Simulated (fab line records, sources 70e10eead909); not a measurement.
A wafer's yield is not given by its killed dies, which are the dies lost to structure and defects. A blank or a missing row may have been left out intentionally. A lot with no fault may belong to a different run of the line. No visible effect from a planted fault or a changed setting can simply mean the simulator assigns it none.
Chamber matching + flow nand-harc + NHARC_A_WL_FILL_ALD_10 on ald-hk-01 has 4 sister chambers
The step deposits SiO2, target thk 50 nm, pulse time 10 s, ald cycles 500. 16 wafers are shown with their chamber, then 8 later ones without.

## WAFERS, EACH WITH ITS CHAMBER
| wafer  | chamber | heater-power-w (W) | precursor-pulse-height-rel |
|--------|---------|--------------------|----------------------------|
| L082.1 | 0       | 452                | 0.970                      |
| L082.4 | 1       | 376                | 0.999                      |
| L082.2 | 3       | 445                | 0.999                      |
| L084.1 | 1       | 363                | 1.063                      |
| L084.2 | 3       | 431                | 0.994                      |
| L084.6 | 2       | 406                | 1.018                      |
| L085.1 | 1       | 362                | 0.972                      |
| L085.3 | 3       | 451                | 1.009                      |
| L085.6 | 1       | 368                | 0.994                      |
| L087.1 | 0       | 439                | 0.963                      |
| L087.4 | 1       | 365                | 1.025                      |
| L087.6 | 0       | 445                | 1.000                      |
| L090.3 | 3       | 442                | 0.998                      |
| L090.1 | 1       | 367                | 0.974                      |
| L090.6 | 0       | 465                | 1.010                      |
| L091.1 | 2       | 409                | 0.987                      |

SIGNATURES (averages over the wafers above)
| reading                    | chamber 0 | chamber 1 | chamber 2 | chamber 3 | scatter within a chamber |
|----------------------------|-----------|-----------|-----------|-----------|--------------------------|
| heater-power-w             | 450.25    | 366.83    | 407.50    | 442.25    | 7.73                     |
| precursor-pulse-height-rel | 0.98575   | 1.00450   | 1.00250   | 1.00000   | 0.026                    |
Rule: a wafer's distance from a chamber is the root of the sum, over the readings, of the square of ((its reading less the chamber's mean) divided by the reading's scatter). The wafer belongs to the nearest chamber; if the next one is less than 2 further off, it can't be placed. The scatter: the root of (the sum of the squares of (reading less its chamber's mean) over the shown wafers, divided by (wafers less chambers)).

## WAFERS WITH NO CHAMBER GIVEN
| wafer  | heater-power-w (W) | precursor-pulse-height-rel |
|--------|--------------------|----------------------------|
| L091.3 | 447                | 0.998                      |
| L091.4 | 453                | 0.993                      |
| L091.5 | 439                | 0.990                      |
| L091.2 | 360                | 1.002                      |
| L091.6 | 448                | 0.986                      |
| L096.1 | 451                | 1.014                      |
| L096.3 | 424                | 1.000                      |
| L096.5 | 455                | 0.975                      |

## CHAMBER TAKEN BY EACH
| wafer  | from the rows above          | in truth |
|--------|------------------------------|----------|
| L091.3 | can't be placed: 3 or 0      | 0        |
| L091.4 | can't be placed: 0 or 3      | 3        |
| L091.5 | can't be placed: 3 or 0      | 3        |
| L091.2 | 1                            | 1        |
| L091.6 | can't be placed: 0 or 3      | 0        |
| L096.1 | can't be placed: 0 or 3      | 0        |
| L096.3 | can't be placed: 2 or 3 or 0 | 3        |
| L096.5 | can't be placed: 0 or 3      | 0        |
Correctly placed: 1 of 8. Can't be placed from these rows: 7 (the true chamber is among the candidates in 7). 0 placed wrongly.
